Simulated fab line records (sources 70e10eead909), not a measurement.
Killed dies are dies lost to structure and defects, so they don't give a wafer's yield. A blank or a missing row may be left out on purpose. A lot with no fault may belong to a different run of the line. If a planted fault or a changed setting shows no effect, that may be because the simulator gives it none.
Comparing a struck lot with a sound one | flow nandHarc | 43 out of 1302 route steps
Sound: the wafers L429.1, L429.2, L429.6. Struck: wafers L432.1, L432.4, L432.5. At the end, the cause is stated.
For every step that has rows: the tool of each side, followed by ch and its chambers, followed by its first start. Under that, the readings that differ: sound wafers | struck wafers | difference of the means | sigmas: that difference in standard deviations of wafers without a fault.
alike: words and numbers the same on both sides, and readings whose means are apart by under 2 such deviations; not compared: readings that were withheld, readings missing a value for some wafer, numbers with overlapping values and no deviation given by the record, and bounds like >300 which may hide the same value.
A row with sigmas, a row that says differs or no value, or rows on one side alone: a step with any of these is where the two part. Numbers that don't overlap but have no deviation are shown without sigmas and don't part them. A reading missing from all wafers of one side parts the sides only when that side holds two or more wafers.

first, 7 steps without rows for these wafers: NHARC_P_STI_SRD_35; NHARC_P_STI_ETCH_36 (etches SiO2 in dHF, target depth 38.8 nm); NHARC_P_STI_STRIP_24 (strips Si3N4 in H3PO4); NHARC_P_STI_ETCH_37 (etches SiO2 in dHF, target depth 11 nm); NHARC_P_STI_PRECLEAN_38 (cleans in SC1); NHARC_P_STI_SRD_39; NHARC_P_STI_OXIDE_40 (material SiO2, target thk 10 nm, ox time 1362 s).
NHARC_P_STI_INSPECT_25:
  sound on defectInspect-01, day 5 15:47; struck on defectInspect-02, day 6 22:52
  alike: rawDefectCount
then, 3 steps without rows for these wafers: NHARC_P_GATE_ETCH_69 (etches SiO2 in dHF, target depth 14 nm); NHARC_P_GATE_PRECLEAN_70 (cleans in SC1); NHARC_P_GATE_SRD_01.
NHARC_P_GATE_OXIDE_02: material SiO2, target thk 37.5 nm, ox time 365 s.
  sound on furnace-07 ch 0, day 5 20:05; struck on furnace-01 ch 0, day 7 02:21
  alike: spikeTcBottomC, zonePowerLowerPct
then, 8 steps without rows for these wafers: NHARC_P_GATE_DEHYDRATE_03 (time 120 s); NHARC_P_GATE_HMDS_04 (time 30 s); NHARC_P_GATE_COAT_05; NHARC_P_GATE_SOFTBAKE_06 (time 95 s); NHARC_P_GATE_EBR_07; NHARC_P_GATE_EXPOSE_08 (exposes mask P HV); NHARC_P_GATE_PEB_09 (peb time 85 s); NHARC_P_GATE_DEVELOP_10 (time 70 s).
NHARC_P_GATE_CD_MEAS_11: the cd target is 1640 nm.
  sound on cdSem-03 ch 0, day 6 01:04; struck on cdSem-02 ch 0, day 7 07:21
  alike: cdNm
then, 1 step without rows for these wafers: NHARC_P_GATE_HARDBAKE_12 (time 80 s).
NHARC_P_GATE_DESCUM_13: chemistry O2, time 3 s.
  sound on rieDiel-12 ch 0,1,3, day 6 01:13; struck on rieDiel-04 ch 0,1,2, day 7 07:32
  alike: drypumpMotorCurrentA, o2FlowSccm, oesProductAu, rfVppV, showerheadPlenumPTorr, throttleValvePct
  not compared: rfHoursCounterH
then, 6 steps without rows for these wafers: NHARC_P_GATE_ETCH_14 (etches SiO2 in dHF, target depth 48.8 nm); NHARC_P_GATE_STRIP_15 (strips in SPM, time 780 s); NHARC_P_GATE_PRECLEAN_71 (cleans in SC1); NHARC_P_GATE_SRD_72; NHARC_P_GATE_OXIDE_16 (material SiO2, target thk 3 nm, ox time 392 s); NHARC_P_GATE_CVD_17 (deposits poly-Si, target thk 150 nm, time 900 s).
NHARC_P_GATE_HM_DEP_102: deposits aC, target thk 120 nm.
  sound on aclDep-02 ch 0, day 6 13:54; struck on aclDep-02 ch 0, day 7 20:28
  alike: throttleValvePct
NHARC_P_GATE_DEP_103: deposits SiON, target thk 30 nm.
  sound on pecvd-03 ch 0,1,2, day 6 14:42; struck on pecvd-01 ch 0,1, day 7 21:07
  alike: heaterPowerW
then, 8 steps without rows for these wafers: NHARC_P_GATE_DEHYDRATE_18 (time 120 s); NHARC_P_GATE_HMDS_19 (time 30 s); NHARC_P_GATE_COAT_20 (resist thk 90 nm); NHARC_P_GATE_SOFTBAKE_21 (time 55 s); NHARC_P_GATE_EBR_22; NHARC_P_GATE_EXPOSE_23 (exposes mask P GATE, target cd 120 nm); NHARC_P_GATE_PEB_24 (peb time 65 s); NHARC_P_GATE_DEVELOP_25 (develop time 35 s).
NHARC_P_GATE_CD_MEAS_26: the cd target is 120 nm.
  sound on cdSem-01 ch 0, day 6 15:15; struck on cdSem-02 ch 0, day 7 21:40
  alike: cdNm
NHARC_P_GATE_OVL_MEAS_27:
  sound on overlay-01, day 6 15:20; struck on overlay-01, day 7 21:45
  alike: overlayXNm, overlayYNm
NHARC_P_GATE_INSPECT_28:
  sound on defectInspect-02, day 6 15:22; struck on defectInspect-01, day 7 21:47
reading        | sound  | struck   | difference | sigmas
rawDefectCount | 0 10 7 | 30 50 44 | +36        | +12
-- the record jumps here: 20 days lie between the struck wafers' starts before and after (it left off in module P_GATE and takes up again in module END, whose first step shown is number 1302 of the route) --
NHARC_END_SORT_01:
  only the struck wafers appear in the record here, on prober-02 ch 0 at day 27 18:23; the sound ones have no rows

== WHERE THEY PART ==
First at NHARC_P_GATE_INSPECT_28; last, within this record, at NHARC_END_SORT_01.

WHY: the cause the simulator had injected
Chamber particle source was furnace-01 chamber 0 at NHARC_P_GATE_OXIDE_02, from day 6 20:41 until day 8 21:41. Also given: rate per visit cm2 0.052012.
